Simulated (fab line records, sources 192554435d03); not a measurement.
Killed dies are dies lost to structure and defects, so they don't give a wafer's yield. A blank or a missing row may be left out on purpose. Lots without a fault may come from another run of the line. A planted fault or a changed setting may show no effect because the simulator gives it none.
fab line records | flow n5_finfet
record lots=10 wafers=27 last_day=17
route steps=1938 shown BEOL_M2@884 BEOL_M4@1111
lots that met no fault: from a run of the same line without faults
start_h: hours from the record's first day to the start of the lot's first wafer shown | wait_h: hours since the lot's step before | " the same as in the row above | L1.1+2: a row that stands for several wafers | - no value, or no start given | * or withheld: withheld | < > ~ a bound
route shown NAME@n: a module of which the file shows steps, and the number in the route of the first | usual: mean/standard deviation of fault-free wafers | same: alike in all rows | chamber/n: place in a boat | sites: the reading at each site | _std_site: their standard deviation | _edge_site: outer sites' mean less inner sites' | radius_mm: how far each site lies from the wafer's centre | mask NAME#n: copy n | behind: the tool/chamber that last shaped the wafer | hold: why the lot was held/for how many hours/how that ended | device: the transistor (n, p or np) that didn't switch | end of line: the same wafers' tests at the end of the route | a step without rows: its recipe alone | killed: dies lost to structure and defects at the first sort, not the wafer's yield | map: a wafer's dies, x killed, . not, _ none there
set.NAME: the setting as run; set.NAME@STEP: as run at that earlier step | model.NAME: the simulator's own value behind a step, which no gauge read
steps of the route over a sample of lots; a table a step, a row a wafer
services: from which hour (start_h, from the record's first day; less than 0 if before it) a tool's chamber was out of use, for how many hours, and why
## steps
# step N5_BEOL_M2_ETCH_70
# recipe chemistry=N2/H2 target=SOC target_depth_a=800 overetch_a=240 mask_material=SiARC temp_c=40 time_s=130 ion_energy_ev=200 pressure_mtorr=30 source_w=840 bias_w=150 n2_flow_sccm=200 h2_flow_sccm=200
# usual drypump_motor_current_A=5.3/0.49 n2_flow_sccm=200.1/0.55 oes_product_au=0.58/0.071 rf_vpp_V=523.2/2.8 showerhead_plenum_p_Torr=2.52/0.086 throttle_valve_pct=17.77/0.26
# columns lot.wafer tool chamber start_h wait_h drypump_motor_current_A n2_flow_sccm oes_product_au rf_hours_counter_h rf_vpp_V showerhead_plenum_p_Torr throttle_valve_pct
L416.3 rie_diel-05 2 138.35 0.0 5.2 200.0 0.62 53 524.6 2.57 17.27
L416.4 " 1 " " 6.5 200.3 0.56 - 520.6 2.46 17.98
L416.5 " 2 " " 5.2 199.3 0.62 - 525.2 2.57 17.26
L418.2 rie_diel-04 1 150.88 0.0 5.4 200.6 0.50 247 519.2 2.40 17.94
L418.5 " 0 " " 5.4 200.3 0.51 - 521.7 2.51 18.28
L418.6 " 3 " " 4.9 200.0 0.53 - 526.5 2.62 18.01
L420.1 rie_diel-04 3 154.90 0.0 4.8 199.4 0.53 191 525.8 2.61 18.01
L420.2 " 2 " " 5.3 200.1 0.53 182 520.4 2.45 17.72
L420.6 " 0 " " 5.5 200.1 0.51 - 522.5 2.51 18.30
L421.4 rie_diel-04 0 170.27 0.0 5.5 200.3 0.51 - 522.9 2.50 18.29
L421.5 " 3 " " 4.9 200.4 0.51 - 525.8 2.61 18.01
L423.2 rie_diel-05 0 179.64 0.0 6.0 200.7 0.69 12 522.8 2.51 17.43
L423.4 " 3 " " 4.8 200.0 0.53 188 520.3 2.42 17.87
L423.6 " 2 " " 5.2 199.5 0.61 - 524.4 2.56 17.28
L427.1 rie_diel-05 3 201.05 0.0 4.9 201.1 0.54 195 519.5 2.42 17.89
L427.6 " 0 " " 6.0 199.5 0.67 - 522.1 2.51 17.45
L426.2 rie_diel-04 1 201.38 0.0 5.3 200.5 0.68 12 529.7 2.71 17.61
L426.3 " 2 " " 5.3 201.3 0.52 204 521.5 2.44 17.75
L426.6 " 1 " " 5.3 199.7 0.69 - 530.1 2.71 17.63
L429.1 rie_diel-01 1 216.16 0.0 4.7 200.2 0.53 213 524.5 2.62 17.94
L429.4 " 3 " " 4.9 199.8 0.71 - 523.4 2.51 17.42
L429.6 " 0 " " 4.9 199.8 0.66 - 524.2 2.46 17.46
L430.1 rie_diel-05 2 221.90 0.0 5.2 200.7 0.60 81 525.4 2.56 17.31
L430.6 " 0 " " 5.9 200.3 0.66 - 523.4 2.50 17.45
L439.1 rie_diel-01 0 275.41 0.0 4.9 200.2 0.64 47 521.2 2.45 17.51
L439.2 " 1 " " 4.7 201.3 0.52 234 525.6 2.61 17.98
L439.6 " 1 " " 4.7 200.7 0.52 - 524.4 2.61 17.99
# step N5_BEOL_M2_PRE_CLEAN_45
# recipe gas=H2/He time_s=30 temp_c=250
# usual heater_power_w=323/26
# columns lot.wafer tool chamber start_h wait_h heater_power_w
L416.3 pvd_sputter-03 - 139.33 0.0 321
L416.4 " - " " 308
L416.5 " - " " 284
L418.2 pvd_sputter-03 - 152.02 0.0 283
L418.5 " - " " 286
L418.6 " - " " 325
L420.1 pvd_sputter-03 - 155.57 0.0 342
L420.2 " - " " 330
L420.6 " - " " 322
L421.4 pvd_sputter-02 - 171.22 0.0 284
L421.5 " - " " 311
L423.2 pvd_sputter-03 - 180.43 0.0 286
L423.4 " - " " 325
L423.6 " - " " 339
L427.1 pvd_sputter-02 - 201.71 0.0 281
L427.6 " - " " 298
L426.2 pvd_sputter-03 - 202.25 0.0 322
L426.3 " - " " 308
L426.6 " - " " 291
L429.1 pvd_sputter-02 - 217.18 0.0 325
L429.4 " - " " 342
L429.6 " - " " 351
L430.1 pvd_sputter-02 - 222.79 0.0 334
L430.6 " - " " 313
L439.1 pvd_sputter-03 - 276.20 0.0 282
L439.2 " - " " 312
L439.6 " - " " 319
# step N5_BEOL_M2_CVD_47
# recipe material=Co target_thk_a=30 temp_c=withheld precursor=CCTBA/H2 pressure_torr=30 time_s=223.8
# usual chamber_pressure_Torr=30.00/0.064 run_length_s=246.8/0.55
# columns lot.wafer tool chamber start_h wait_h chamber_pressure_Torr run_length_s
L416.3 cvd_co-02 0 139.84 0.0 30.01 248.2
L416.4 " 2 " " 30.03 246.6
L416.5 " 1 " " 29.96 247.1
L418.2 cvd_co-01 1 152.51 0.1 29.83 246.4
L418.5 " 2 " " 30.01 245.8
L418.6 " 0 " " 30.00 246.6
L420.1 cvd_co-01 1 157.75 0.0 29.91 246.8
L420.2 " 2 " " 29.95 245.9
L420.6 " 1 " " 30.01 246.4
L421.4 cvd_co-01 0 171.71 0.2 29.93 246.3
L421.5 " 2 " " 30.11 246.0
L423.2 cvd_co-02 0 180.80 0.0 29.96 247.4
L423.4 " 0 " " 30.04 247.9
L423.6 " 1 " " 29.98 246.6
L427.1 cvd_co-02 1 202.18 0.2 30.01 247.0
L427.6 " 0 " " 29.97 247.1
L426.2 cvd_co-01 0 202.62 0.0 30.12 247.0
L426.3 " 1 " " 30.08 246.7
L426.6 " 1 " " 30.03 246.5
L429.1 cvd_co-02 2 217.61 0.1 29.94 246.6
L429.4 " 0 " " 29.98 400.3
L429.6 " 1 " " 30.10 399.3
L430.1 cvd_co-02 2 223.20 0.1 30.04 247.2
L430.6 " 0 " " 30.02 399.9
L439.1 cvd_co-01 0 276.84 0.3 29.94 247.1
L439.2 " 1 " " 30.03 246.2
L439.6 " 1 " " 29.98 246.8
# step N5_BEOL_M2_ANNEAL_87
# recipe temp_c=400 time_s=240 ambient=vacuum
# usual heater_power_w=809/66
# columns lot.wafer tool chamber start_h wait_h heater_power_w
L416.3 pvd_sputter-03 - 140.83 0.0 709
L416.4 " - " " 822
L416.5 " - " " 795
L418.2 pvd_sputter-03 - 153.42 0.0 774
L418.5 " - " " 802
L418.6 " - " " 763
L420.1 pvd_sputter-03 - 158.69 0.0 784
L420.2 " - " " 816
L420.6 " - " " 830
L421.4 pvd_sputter-02 - 172.60 0.0 801
L421.5 " - " " 717
L423.2 pvd_sputter-01 - 181.70 0.0 807
L423.4 " - " " 747
L423.6 " - " " 961
L427.1 pvd_sputter-02 - 203.09 0.0 709
L427.6 " - " " 717
L426.2 pvd_sputter-03 - 203.59 0.0 723
L426.3 " - " " 818
L426.6 " - " " 715
L429.1 pvd_sputter-01 - 218.53 0.0 959
L429.4 " - " " 790
L429.6 " - " " 884
L430.1 pvd_sputter-02 - 224.19 0.0 837
L430.6 " - " " 827
L439.1 pvd_sputter-01 - 277.75 0.0 945
L439.2 " - " " 786
L439.6 " - " " 906
# step N5_BEOL_M4_RC_MEAS_101
# usual DIBL_N=36.8/2.2 DIBL_P=37.1/2.8 IOFF_N=0.17/0.04 IOFF_P=0.22/0.049 ION_N=672/16 ION_P=460/9.2 SS_N=71.6/0.69 SS_P=73.5/0.78 VT_N=249/3.6 VT_P=-250/3.9
# columns lot.wafer tool chamber start_h wait_h DIBL_N[mV/V] DIBL_P[mV/V] IOFF_N[nA/um] IOFF_P[nA/um] ION_N[uA/um] ION_P[uA/um] SS_N[mV/dec] SS_P[mV/dec] VT_N[mV] VT_P[mV]
L416.3 prober-01 0 158.88 0.3 34.6 32.9 0.13 0.15 677 457 71.2 72.6 251 -253
L416.4 " 0 " " 39.5 37.6 0.21 0.21 667 451 72.4 74.0 249 -253
L416.5 " 0 " " 40.4 38.7 0.24 0.22 674 450 72.4 73.6 247 -254
L418.2 prober-02 0 177.80 0.2 35.8 33.7 0.13 0.16 652 444 71.7 73.2 256 -257
L418.5 " 0 " " 37.0 36.1 0.14 0.19 650 448 72.7 73.2 258 -255
L418.6 " 0 " " 36.4 35.2 0.14 0.18 658 447 72.3 72.8 253 -256
L420.1 prober-01 0 179.49 0.0 38.7 39.2 0.19 0.25 684 468 71.9 74.3 246 -246
L420.2 " 0 " " 37.9 38.7 0.18 0.24 680 468 72.0 73.4 245 -248
L420.6 " 0 " " 39.3 41.2 0.21 0.31 684 468 72.5 74.8 245 -247
L421.4 prober-02 0 197.07 0.5 36.1 34.9 0.16 0.19 670 455 70.3 73.5 245 -252
L421.5 " 0 " " 37.4 35.9 0.16 0.20 672 454 71.9 73.1 251 -250
L423.2 prober-02 0 207.81 0.2 39.7 40.3 0.22 0.27 696 471 72.1 74.9 244 -250
L423.4 " 0 " " 41.1 40.2 0.22 0.25 664 456 71.5 73.9 246 -250
L423.6 " 0 " " 41.0 41.1 0.23 0.27 691 469 72.2 74.3 244 -247
L427.1 prober-01 0 226.17 0.0 32.9 31.9 0.10 0.13 647 440 70.6 71.9 260 -257
L427.6 " 0 " " 37.9 39.1 0.19 0.24 674 455 71.9 74.7 247 -251
L426.2 prober-01 0 229.92 0.2 36.7 36.7 0.16 0.19 673 456 71.1 73.2 248 -253
L426.3 " 0 " " 37.1 37.2 0.16 0.21 669 458 71.2 73.7 249 -250
L426.6 " 0 " " 39.9 41.2 0.23 0.28 689 467 72.2 74.4 243 -248
L429.1 prober-02 0 242.97 0.0 33.8 33.3 0.12 0.21 645 455 70.3 72.8 253 -248
L429.4 " 0 " " 36.5 36.7 0.15 0.27 659 468 71.6 73.7 252 -247
L429.6 " 0 " " 32.0 31.2 0.10 0.18 656 461 70.1 72.2 255 -248
L430.1 prober-01 0 254.96 0.0 37.3 36.9 0.17 0.24 691 473 71.6 73.0 249 -243
L430.6 " 0 " " 36.9 37.7 0.17 0.27 687 484 71.4 72.6 248 -244
L439.1 prober-01 0 304.53 0.0 37.5 38.1 0.20 0.27 678 460 72.5 73.3 244 -244
L439.2 " 0 " " 37.0 37.6 0.18 0.27 678 468 71.6 73.6 248 -244
L439.6 " 0 " " 37.4 38.8 0.21 0.29 691 465 72.0 72.6 245 -242
## services
# columns tool chamber start_h hours kind
cvd_co-02 1 114.67 - clean
cvd_co-02 1 114.67 22.0 scheduled_down
cvd_co-02 1 114.67 22.0 vent_cycle
rie_diel-05 0 119.05 - clean
rie_diel-05 0 119.05 - consumable_replace:focus_ring
rie_diel-05 0 119.05 23.4 scheduled_down
rie_diel-05 2 120.99 4.6 repair
pvd_sputter-01 - 144.28 0.7 repair
rie_diel-04 1 152.74 6.5 repair
rie_diel-04 1 165.36 - clean
rie_diel-04 1 165.36 - consumable_replace:focus_ring
rie_diel-04 1 165.36 - consumable_replace:showerhead
rie_diel-04 1 165.36 12.3 scheduled_down
rie_diel-04 1 165.36 12.3 vent_cycle
pvd_sputter-02 - 177.09 4.0 repair
rie_diel-04 0 177.71 - clean
rie_diel-04 0 177.71 - consumable_replace:focus_ring
rie_diel-04 0 177.71 25.2 scheduled_down
rie_diel-04 0 177.71 25.2 vent_cycle
rie_diel-04 - 235.24 2.8 pm
rie_diel-04 - 240.99 2.6 repair
rie_diel-05 1 254.24 8.0 repair
cvd_co-02 - 257.77 2.8 pm
rie_diel-01 0 269.87 1.4 repair
## key
first_sign step=N5_BEOL_M2_CVD_47 reading=run_length_s direction=up sigmas=99+ usual=* struck=*
effect none on later readings
met_at N5_BEOL_M2_CVD_47
struck_lots L429,L430
struck_wafers L429.4,L429.6,L430.6
not_acting_at N5_BEOL_M2_ETCH_70,N5_BEOL_M2_PRE_CLEAN_45,N5_BEOL_M2_ANNEAL_87
onset_between 202.18 217.61
fault kind=process_parameter_drift tool=cvd_co-02 chamber=- onset_h=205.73 steps=N5_BEOL_M2_CVD_47 channel=time_s offset=* shape=step end_h=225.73 scope=struck_wafers_only acts_in=* stated=*
